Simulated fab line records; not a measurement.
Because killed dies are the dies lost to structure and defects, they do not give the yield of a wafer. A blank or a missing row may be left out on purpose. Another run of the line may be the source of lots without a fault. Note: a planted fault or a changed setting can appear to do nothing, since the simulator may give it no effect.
A struck lot beside a sound one | flow nand_harc | 15 out of 1302 route steps
Sound: the wafers L308.2, L308.4, L308.5. Wafers L312.1, L312.2, L312.3 were the ones struck. Last of all comes the cause.
Each step with rows lists, per side, the tool, then ch with its chambers, then its first start. Under that, the readings that differ: sound wafers | struck wafers | difference of the means | sigmas: that difference in standard deviations of wafers without a fault.
alike: words and numbers the same on both sides, and readings whose means are apart by under 2 such deviations; not compared: readings that were withheld, readings missing a value for some wafer, numbers with overlapping values and no deviation given by the record, and bounds like >300 which may hide the same value.
The two part at a step that has a row with sigmas, a row that says differs or no value, or rows on one side only. Non-overlapping numbers with no deviation appear without sigmas and do not part them. A reading that every wafer of one side lacks parts them only if that side has two wafers or more.

first, 3 steps without rows for these wafers: NHARC_P_GATE_EXPOSE_08 (exposes mask P HV); NHARC_P_GATE_PEB_09 (peb time 85 s); NHARC_P_GATE_DEVELOP_10 (time 70 s).
NHARC_P_GATE_CD_MEAS_11: the cd target is 1640 nm.
  sound on cd_sem-02 ch 0, day 7 16:47; struck on cd_sem-01 ch 0, day 9 03:07
  alike: cd_nm
then, 1 step without rows for these wafers: NHARC_P_GATE_HARDBAKE_12 (time 80 s).
NHARC_P_GATE_DESCUM_13: chemistry O2, time 3 s.
  sound on rie_diel-08 ch 0,3, day 7 16:56; struck on rie_diel-07 ch 1,2,3, day 9 03:16
  alike: drypump_motor_current_A, oes_product_au, rf_vpp_V, showerhead_plenum_p_Torr, throttle_valve_pct
  not compared: rf_hours_counter_h
then, 6 steps without rows for these wafers: NHARC_P_GATE_ETCH_14 (etches SiO2 in dHF, target depth 48.8 nm); NHARC_P_GATE_STRIP_15 (strips in SPM, time 780 s); NHARC_P_GATE_PRECLEAN_71 (cleans in SC1); NHARC_P_GATE_SRD_72; NHARC_P_GATE_OXIDE_16 (material SiO2, target thk 3 nm, ox time 392 s); NHARC_P_GATE_CVD_17 (deposits poly-Si, target thk 150 nm, time 900 s).
NHARC_P_GATE_HM_DEP_102: deposits aC, target thk 120 nm.
  sound on acl_dep-02 ch 0, day 8 07:51; struck on acl_dep-03 ch 0, day 9 17:11
  alike: throttle_valve_pct
NHARC_P_GATE_DEP_103: deposits SiON, target thk 30 nm.
  sound on pecvd-01 ch 1,2, day 8 08:28; struck on pecvd-01 ch 0,1,2, day 9 18:20
  alike: heater_power_w
-- jump in the record: it breaks off in module P_GATE and resumes in module END (first step shown: number 1302 of the route), and 21 days separate the struck wafers' starts before and after --
NHARC_END_SORT_01:
  here the record holds rows for the struck wafers (prober-01 ch 0, day 30 21:22) but none for the sound ones

## WHERE THEY PART
NHARC_END_SORT_01 only, going by this record.

WHY: the cause the simulator had injected
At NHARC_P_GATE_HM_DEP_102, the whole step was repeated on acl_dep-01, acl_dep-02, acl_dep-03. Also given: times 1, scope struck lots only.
